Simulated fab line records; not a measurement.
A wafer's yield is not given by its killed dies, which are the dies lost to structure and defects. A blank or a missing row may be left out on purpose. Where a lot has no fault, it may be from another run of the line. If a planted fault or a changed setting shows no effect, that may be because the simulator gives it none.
Which of the tools did it? | flow n5Finfet | 9 lots with 27 wafers sampled at 5 steps, on a route of 1938 steps

== WHAT EACH GAUGE READ, for each wafer ==
N5_BEOL_M4_RC_MEAS_101. Usual: DIBL_N 36.4 mV/V, standard deviation 1.3; DIBL_P 36.5 mV/V, standard deviation 1.7; IOFF_N 0.154 nA/um, standard deviation 0.022; IOFF_P 0.202 nA/um, standard deviation 0.025; ION_N 671 uA/um, standard deviation 9.8; ION_P 460 uA/um, standard deviation 6.8; SS_N 71.6 mV/dec, standard deviation 0.54; SS_P 73.4 mV/dec, standard deviation 0.58; VT_N 250.9 mV, standard deviation 2.8; VT_P -251.4 mV, standard deviation 2.7.
lot  | measured     | on        | DIBL_N (mV/V)  | DIBL_P (mV/V)  | IOFF_N (nA/um)    | IOFF_P (nA/um)    | ION_N (uA/um) | ION_P (uA/um) | SS_N (mV/dec)  | SS_P (mV/dec)  | VT_N (mV)         | VT_P (mV)            | flag
L182 | day 8 04:26  | prober-02 | 37.2 34.8 37.4 | 35.9 33.7 36.4 | 0.159 0.124 0.168 | 0.181 0.161 0.194 | 682 668 674   | 449 458 452   | 73.0 71.3 72.1 | 73.1 73.1 72.9 | 252.0 255.4 250.2 | -252.2 -252.7 -252.2 | 
L183 | day 8 07:36  | prober-02 | 37.7 34.9 37.6 | 38.0 34.4 37.3 | 0.170 0.125 0.170 | 0.216 0.167 0.201 | 667 657 672   | 457 453 456   | 71.6 70.8 71.3 | 74.3 73.3 74.2 | 249.1 255.3 251.2 | -252.6 -256.2 -253.2 | 
L185 | day 8 10:06  | prober-02 | 36.4 38.7 38.6 | 36.5 38.8 38.8 | 0.135 0.172 0.176 | 0.171 0.203 0.202 | 662 678 676   | 448 453 450   | 70.7 71.6 71.8 | 72.7 74.2 73.7 | 251.5 247.7 247.2 | -255.8 -253.6 -253.1 | 
L189 | day 10 06:40 | prober-02 | 36.6 35.6 35.2 | 37.3 35.2 35.7 | 0.159 0.135 0.135 | 0.232 0.194 0.200 | 669 664 669   | 466 461 471   | 71.8 71.9 70.7 | 74.1 73.4 73.5 | 250.7 253.0 251.4 | -248.4 -250.1 -249.6 | 
L190 | day 10 08:23 | prober-01 | 36.8 34.7 35.9 | 37.6 35.0 36.6 | 0.163 0.129 0.149 | 0.205 0.174 0.195 | 674 655 672   | 460 453 467   | 71.6 71.5 71.7 | 73.1 73.2 73.2 | 249.0 253.7 250.0 | -249.7 -253.0 -250.1 | 
L195 | day 11 21:34 | prober-02 | 35.3 36.9 35.7 | 35.9 37.8 35.5 | 0.150 0.181 0.150 | 0.196 0.220 0.189 | 689 689 674   | 471 467 462   | 71.5 72.5 71.9 | 73.8 73.8 73.2 | 247.1 248.2 249.2 | -252.5 -249.6 -251.8 | 
L198 | day 12 04:25 | prober-01 | 34.8 35.5 36.8 | 34.5 35.5 36.3 | 0.125 0.136 0.145 | 0.172 0.194 0.209 | 655 660 659   | 449 458 458   | 71.9 71.4 71.2 | 72.9 73.9 73.0 | 256.1 254.0 250.3 | -255.7 -254.8 -253.4 | 
L199 | day 12 06:35 | prober-02 | 38.0 37.6 37.0 | 37.3 37.1 36.4 | 0.181 0.163 0.157 | 0.232 0.225 0.221 | 661 672 671   | 451 461 463   | 72.6 72.0 71.7 | 73.1 73.5 73.4 | 249.9 252.3 250.5 | -248.6 -251.1 -250.3 | 
L203 | day 13 22:59 | prober-01 | 34.7 35.0 35.2 | 34.7 35.3 36.0 | 0.130 0.134 0.145 | 0.191 0.199 0.215 | 662 679 672   | 459 466 464   | 71.6 70.6 71.2 | 72.5 72.7 72.4 | 253.3 251.0 250.8 | -251.2 -248.1 -249.1 | 

N5_BEOL_M8_CD_MEAS_18: pitch 80 nm, target cd 40 nm. Usual: cdNm reads 39.9 nm (standard deviation 0.51).
lot  | measured     | on       | cdNm (nm)      | flag
L182 | day 9 13:22  | cdSem-02 | 39.8 39.7 40.3 | 
L183 | day 9 15:07  | cdSem-02 | 39.1 39.3 39.1 | 
L185 | day 9 17:12  | cdSem-01 | 39.9 39.7 40.3 | 
L189 | day 11 18:51 | cdSem-03 | 39.7 39.2 40.0 | 
L190 | day 11 16:01 | cdSem-02 | 40.3 39.5 40.8 | 
L195 | day 13 08:19 | cdSem-01 | 39.9 39.6 40.1 | 
L198 | day 13 15:50 | cdSem-01 | 39.9 40.0 40.3 | 
L199 | day 13 15:22 | cdSem-02 | 40.2 40.0 40.3 | 
L203 | day 15 16:58 | cdSem-02 | 40.0 38.7 40.4 | 

N5_BEOL_M8_OCD_MEAS_38. Usual: trenchDepthNm reads 92.8 nm (standard deviation 1.3).
lot  | measured     | on     | trenchDepthNm (nm) | flag
L182 | day 9 14:16  | ocd-02 | 92.7 89.9 91.7     | 
L183 | day 9 16:06  | ocd-02 | 92.9 92.0 93.9     | 
L185 | day 9 19:17  | ocd-01 | 93.1 92.4 92.3     | 
L189 | day 11 20:41 | ocd-02 | 94.2 92.7 92.2     | 
L190 | day 11 17:48 | ocd-02 | 93.8 93.4 92.8     | 
L195 | day 13 09:52 | ocd-01 | 0 0 0              | OFF
L198 | day 13 17:14 | ocd-02 | 0 0 0.5            | OFF
L199 | day 13 17:09 | ocd-01 | 0 0 0              | OFF
L203 | day 15 21:46 | ocd-01 | 92.3 93.5 90.7     | 

== WHAT TOOL EACH LOT RAN ON (gives the tool, then ch and the chambers of the sampled wafers, and finally the start) ==
lot  | N5_BEOL_M8_TRENCH_ETCH_37         | N5_BEOL_M8_STRIP_80
L182 | rieDiel-02 ch 0,3, day 9 14:06    | rieDiel-02 ch 0,3, day 9 14:16 or earlier
L183 | rieDiel-06 ch 1,2,3, day 9 15:56  | rieDiel-06 ch 1,2,3, day 9 16:06 or earlier
L185 | rieDiel-06 ch 0,1,3, day 9 19:07  | rieDiel-06 ch 0,1,3, day 9 19:17 or earlier
L189 | rieDiel-06 ch 0,1,3, day 11 20:32 | rieDiel-06 ch 0,1,3, day 11 20:41 or earlier
L190 | rieDiel-06 ch 0,2,3, day 11 17:38 | rieDiel-06 ch 0,2,3, day 11 17:48 or earlier
L195 | rieDiel-05 ch 0,3, day 13 09:42   | rieDiel-05 ch 0,3, day 13 09:52 or earlier
L198 | rieDiel-06 ch 0,2, day 13 17:05   | rieDiel-06 ch 0,2, day 13 17:14 or earlier
L199 | rieDiel-05 ch 2,3, day 13 16:59   | rieDiel-05 ch 2,3, day 13 17:09 or earlier
L203 | rieDiel-02 ch 0,1,3, day 15 21:35 | rieDiel-02 ch 0,1,3, day 15 21:46 or earlier
- N5_BEOL_M8_TRENCH_ETCH_37: etches SiCOH lowk in C4F6/O2, target depth 93.478 nm, time 31.2 s.
- N5_BEOL_M8_STRIP_80: strips in N2/H2, time 10 s.

== AS READ BY THE TOOLS THEMSELVES (means over the sampled wafers that have a number; for cases with no such wafer, the mark the record gives instead) ==
N5_BEOL_M8_TRENCH_ETCH_37. Usual: C4F6_flow_sccm 10.005 sccm, standard deviation 0.03; O2_flow_sccm 9.998 sccm, standard deviation 0.03; biasW 185.0 W, standard deviation 0.56; drypumpMotorCurrentA 5.9 A, standard deviation 0.37; mfcArSccm 299.8 sccm, standard deviation 0.87; oesProductAu 0.78 a.u., standard deviation 0.089; rfFwdPowerW 340.7 W, standard deviation 2; rfVppV 665 V, standard deviation 6; showerheadPlenumPTorr 2.79 Torr, standard deviation 0.078; throttleValvePct 21.02 %, standard deviation 0.27.
lot  | tool       | C4F6_flow_sccm (sccm) | O2_flow_sccm (sccm) | biasW (W) | drypumpMotorCurrentA (A) | mfcArSccm (sccm) | oesProductAu (a.u.) | rfFwdPowerW (W) | rfVppV (V) | showerheadPlenumPTorr (Torr) | throttleValvePct (%) | flag
L182 | rieDiel-02 | 10.021                | 10.006              | 184.5     | 6.0                      | 300.0            | 0.70                | 339.6           | 660        | 2.70                         | 21.21                | 
L183 | rieDiel-06 | 10.018                | 9.981               | 185.3     | 6.0                      | 300.5            | 0.80                | 340.2           | 666        | 2.79                         | 20.89                | 
L185 | rieDiel-06 | 10.017                | 9.996               | 184.9     | 6.0                      | 300.6            | 0.79                | 340.0           | 669        | 2.78                         | 21.00                | 
L189 | rieDiel-06 | 10.008                | 9.966               | 185.3     | 6.0                      | 299.1            | 0.78                | 339.9           | 667        | 2.77                         | 21.02                | 
L190 | rieDiel-06 | 10.012                | 9.996               | 185.1     | 6.0                      | 299.8            | 0.83                | 342.8           | 666        | 2.76                         | 20.82                | 
L195 | rieDiel-05 | -                     | -                   | -         | -                        | -                | -                   | -               | -          | -                            | -                    | OFF
L198 | rieDiel-06 | -                     | -                   | -         | -                        | -                | -                   | -               | -          | -                            | -                    | OFF
L199 | rieDiel-05 | -                     | -                   | -         | -                        | -                | -                   | -               | -          | -                            | -                    | OFF
L203 | rieDiel-02 | 10.016                | 9.996               | 185.1     | 5.7                      | 300.9            | 0.86                | 340.8           | 667        | 2.92                         | 20.99                | 

N5_BEOL_M8_STRIP_80. Usual: drypumpMotorCurrentA 5.9 A, standard deviation 0.37; oesProductAu 0.78 a.u., standard deviation 0.09; rfVppV 59.0 V, standard deviation 0.85; showerheadPlenumPTorr 2.48 Torr, standard deviation 0.076; throttleValvePct 23.7 %, standard deviation 0.32.
lot  | tool       | drypumpMotorCurrentA (A) | oesProductAu (a.u.) | rfVppV (V) | showerheadPlenumPTorr (Torr) | throttleValvePct (%) | flag
L182 | rieDiel-02 | 5.9                      | 0.70                | 58.3       | 2.41                         | 24.0                 | 
L183 | rieDiel-06 | 6.0                      | 0.80                | 59.9       | 2.48                         | 23.7                 | 
L185 | rieDiel-06 | 6.0                      | 0.80                | 59.0       | 2.48                         | 23.8                 | 
L189 | rieDiel-06 | 6.0                      | 0.78                | 58.7       | 2.47                         | 23.8                 | 
L190 | rieDiel-06 | 5.9                      | 0.84                | 58.6       | 2.45                         | 23.4                 | 
L195 | rieDiel-05 | 5.7                      | 0.92                | 59.2       | 2.48                         | 23.4                 | 
L198 | rieDiel-06 | 5.8                      | 0.87                | 59.3       | 2.47                         | 23.4                 | 
L199 | rieDiel-05 | 6.1                      | 0.88                | 59.5       | 2.54                         | 23.6                 | 
L203 | rieDiel-02 | 5.7                      | 0.86                | 59.1       | 2.61                         | 23.7                 | 

== THE ANSWER, worked out from the rows above alone ==
Rule: lot off if the mean of its wafers having a number is beyond 3 standard deviations from the usual mean. Also off: a lot with no number at a reading for which 4 or more lots have one. Any other lot the step has rows for is counted as sound. After the gauges, taken in route order, come the tools' own readings; for these a lot's mean is taken, as printed above. At the first step where some lot is off, the reading lying furthest off is the one used; lots without a number count as furthest.
Off: L195, L198, L199 (N5_BEOL_M8_OCD_MEAS_38, trenchDepthNm).
If a tool, at a process step before that reading, ran all the lots that are off and no sound lot after the first of them, it fits. Not tried: the gauges at N5_BEOL_M8_OCD_MEAS_38; whatever is off there is also off at N5_BEOL_M8_TRENCH_ETCH_37, on other tools, and gauge error can't account for it. Because N5_BEOL_M8_STRIP_80 lacks a start for some lots, the hours and order of its lots are taken from N5_BEOL_M8_OCD_MEAS_38. None of those tried fits.

== WHAT HAD BEEN PUT IN BY THE SIMULATOR ==
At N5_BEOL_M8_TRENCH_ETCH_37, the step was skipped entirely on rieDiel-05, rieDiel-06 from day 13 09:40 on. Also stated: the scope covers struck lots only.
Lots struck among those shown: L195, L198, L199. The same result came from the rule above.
